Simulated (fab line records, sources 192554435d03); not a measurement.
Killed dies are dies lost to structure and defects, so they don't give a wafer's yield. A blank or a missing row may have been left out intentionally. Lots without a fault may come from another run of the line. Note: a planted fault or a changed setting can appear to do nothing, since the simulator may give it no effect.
Lot-split experiment / flow n5 finfet / 21 wafers read across 7 lots, on a route 1938 steps long

ABOUT THE SPLIT
At N5_BEOL_M2_COAT_05 (resist thk 30 nm), the setting spin rpm was moved away from the recipe's 1500 rpm on 8 of the 21 wafers read, by -5.7% to +9.9%. All remaining wafers had this setting at the recipe value.

FROM THE SPLIT TO THE READING: what the file shows between them, 4 steps
- N5_BEOL_M2_EBR_07
- N5_BEOL_M2_SOFTBAKE_06: time 60 s
- N5_BEOL_M2_EXPOSE_08: exposes mask M2
- N5_BEOL_M2_PEB_09: peb time 60 s

THE READING
CAR-EUV_of_BEOL_M2_COAT_05.thk nm (the simulator's own value, which no gauge read), in nm, at N5_BEOL_M2_DEVELOP_10 (develop time 30 s). The file does not state a usual value for it. The 13 wafers here that ran the recipe average 29.4 nm, standard deviation 0.072 nm.

wafer=L079.1; tool, chamber at the split=litho track-01, 0; spin rpm as run, rpm=1500; against the recipe=recipe; CAR-EUV_of_BEOL_M2_COAT_05.thk nm, nm=29.4; against lot-mates on the recipe=-
wafer=L079.6; tool, chamber at the split=litho track-01, 0; spin rpm as run, rpm=1500; against the recipe=recipe; CAR-EUV_of_BEOL_M2_COAT_05.thk nm, nm=29.4; against lot-mates on the recipe=-
wafer=L079.5; tool, chamber at the split=litho track-01, 0; spin rpm as run, rpm=1586; against the recipe=+5.7%; CAR-EUV_of_BEOL_M2_COAT_05.thk nm, nm=28.6; against lot-mates on the recipe=-0.8
wafer=L084.4; tool, chamber at the split=litho track-01, 0; spin rpm as run, rpm=1500; against the recipe=recipe; CAR-EUV_of_BEOL_M2_COAT_05.thk nm, nm=29.4; against lot-mates on the recipe=-
wafer=L084.5; tool, chamber at the split=litho track-01, 0; spin rpm as run, rpm=1414; against the recipe=-5.7%; CAR-EUV_of_BEOL_M2_COAT_05.thk nm, nm=30.4; against lot-mates on the recipe=+1.0
wafer=L084.6; tool, chamber at the split=litho track-01, 0; spin rpm as run, rpm=1414; against the recipe=-5.7%; CAR-EUV_of_BEOL_M2_COAT_05.thk nm, nm=30.4; against lot-mates on the recipe=+1.0
wafer=L087.2; tool, chamber at the split=litho track-03, 0; spin rpm as run, rpm=1500; against the recipe=recipe; CAR-EUV_of_BEOL_M2_COAT_05.thk nm, nm=29.6; against lot-mates on the recipe=-
wafer=L087.4; tool, chamber at the split=litho track-03, 0; spin rpm as run, rpm=1500; against the recipe=recipe; CAR-EUV_of_BEOL_M2_COAT_05.thk nm, nm=29.4; against lot-mates on the recipe=-
wafer=L087.5; tool, chamber at the split=litho track-03, 0; spin rpm as run, rpm=1500; against the recipe=recipe; CAR-EUV_of_BEOL_M2_COAT_05.thk nm, nm=29.4; against lot-mates on the recipe=-
wafer=L089.1; tool, chamber at the split=litho track-03, 0; spin rpm as run, rpm=1648; against the recipe=+9.9%; CAR-EUV_of_BEOL_M2_COAT_05.thk nm, nm=28; against lot-mates on the recipe=-1.6
wafer=L089.3; tool, chamber at the split=litho track-03, 0; spin rpm as run, rpm=1500; against the recipe=recipe; CAR-EUV_of_BEOL_M2_COAT_05.thk nm, nm=29.6; against lot-mates on the recipe=-
wafer=L089.6; tool, chamber at the split=litho track-03, 0; spin rpm as run, rpm=1648; against the recipe=+9.9%; CAR-EUV_of_BEOL_M2_COAT_05.thk nm, nm=28.2; against lot-mates on the recipe=-1.4
wafer=L091.3; tool, chamber at the split=litho track-03, 0; spin rpm as run, rpm=1500; against the recipe=recipe; CAR-EUV_of_BEOL_M2_COAT_05.thk nm, nm=29.4; against lot-mates on the recipe=-
wafer=L091.4; tool, chamber at the split=litho track-03, 0; spin rpm as run, rpm=1500; against the recipe=recipe; CAR-EUV_of_BEOL_M2_COAT_05.thk nm, nm=29.4; against lot-mates on the recipe=-
wafer=L091.6; tool, chamber at the split=litho track-03, 0; spin rpm as run, rpm=1639; against the recipe=+9.3%; CAR-EUV_of_BEOL_M2_COAT_05.thk nm, nm=28.2; against lot-mates on the recipe=-1.2
wafer=L092.2; tool, chamber at the split=litho track-03, 0; spin rpm as run, rpm=1500; against the recipe=recipe; CAR-EUV_of_BEOL_M2_COAT_05.thk nm, nm=29.4; against lot-mates on the recipe=-
wafer=L092.4; tool, chamber at the split=litho track-03, 0; spin rpm as run, rpm=1500; against the recipe=recipe; CAR-EUV_of_BEOL_M2_COAT_05.thk nm, nm=29.4; against lot-mates on the recipe=-
wafer=L092.6; tool, chamber at the split=litho track-03, 0; spin rpm as run, rpm=1500; against the recipe=recipe; CAR-EUV_of_BEOL_M2_COAT_05.thk nm, nm=29.4; against lot-mates on the recipe=-
wafer=L093.3; tool, chamber at the split=litho track-03, 0; spin rpm as run, rpm=1625; against the recipe=+8.3%; CAR-EUV_of_BEOL_M2_COAT_05.thk nm, nm=28.4; against lot-mates on the recipe=-1.0
wafer=L093.5; tool, chamber at the split=litho track-03, 0; spin rpm as run, rpm=1625; against the recipe=+8.3%; CAR-EUV_of_BEOL_M2_COAT_05.thk nm, nm=28.2; against lot-mates on the recipe=-1.2
wafer=L093.6; tool, chamber at the split=litho track-03, 0; spin rpm as run, rpm=1500; against the recipe=recipe; CAR-EUV_of_BEOL_M2_COAT_05.thk nm, nm=29.4; against lot-mates on the recipe=-

FIT RESULTS
A straight line over all 21 wafers: CAR-EUV_of_BEOL_M2_COAT_05.thk nm changes by -0.142 nm for each +1% of spin rpm; r = -0.99; the points scatter about the line by 0.092 nm.
The same after taking each lot's own level away (the mean of its wafers on the recipe; 21 wafers): -0.148 nm for each +1%; r = -0.99; scatter 0.091 nm.
The reading moves by 1.5 nm for the largest change in spin rpm, on that fit.
Measured against the standard deviation above, the lots' own levels, which go from 29.40 to 29.60 nm, span 2.8 times it.
The two slopes are in agreement: the lot-to-lot level therefore moves the slope only a little.
Check: -1.38 nm against its lot-mates is what the line predicts for one of the wafers moved furthest among these (+9.9%) when that wafer is left out of the fit. Against them it came out at -1.6 nm.

THE OTHER SPLITS THESE WAFERS WENT THROUGH
Note: prior to the reading, these wafers also went through further splits. Each is held against what the fit with the lots' levels taken away leaves over:
other split on the same wafers=N5_BEOL_M0_TRENCH_ETCH_107 target depth a; wafers away from the commonest value=5; r with CAR-EUV_of_BEOL_M2_COAT_05.thk nm (lot level and that fit taken away)=+0.36
other split on the same wafers=N5_BEOL_M1_ILD_DEP_00 time s; wafers away from the commonest value=6; r with CAR-EUV_of_BEOL_M2_COAT_05.thk nm (lot level and that fit taken away)=+0.41
other split on the same wafers=N5_BEOL_M1_HM_DEP_02 target thk a; wafers away from the commonest value=12; r with CAR-EUV_of_BEOL_M2_COAT_05.thk nm (lot level and that fit taken away)=-0.07

THE WHOLE CHAIN: every reading that the file lists as answering this split, in the file's order
step=N5_BEOL_M2_COAT_05; what it does=resist thk 30 nm; reading=CAR-EUV_of_BEOL_M2_COAT_05.thk nm (the simulator's own value, which no gauge read); change (the file's fit)=-0.152 nm for each +1% of the setting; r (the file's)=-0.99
step=N5_BEOL_M2_DEVELOP_10; what it does=develop time 30 s; reading=CAR-EUV_of_BEOL_M2_COAT_05.thk nm (the simulator's own value, which no gauge read); change (the file's fit)=-0.143 nm for each +1% of the setting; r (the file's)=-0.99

FILE'S OWN FIT
CAR-EUV_of_BEOL_M2_COAT_05.thk nm changes by -0.143 nm for each +1% of spin rpm, r = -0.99.
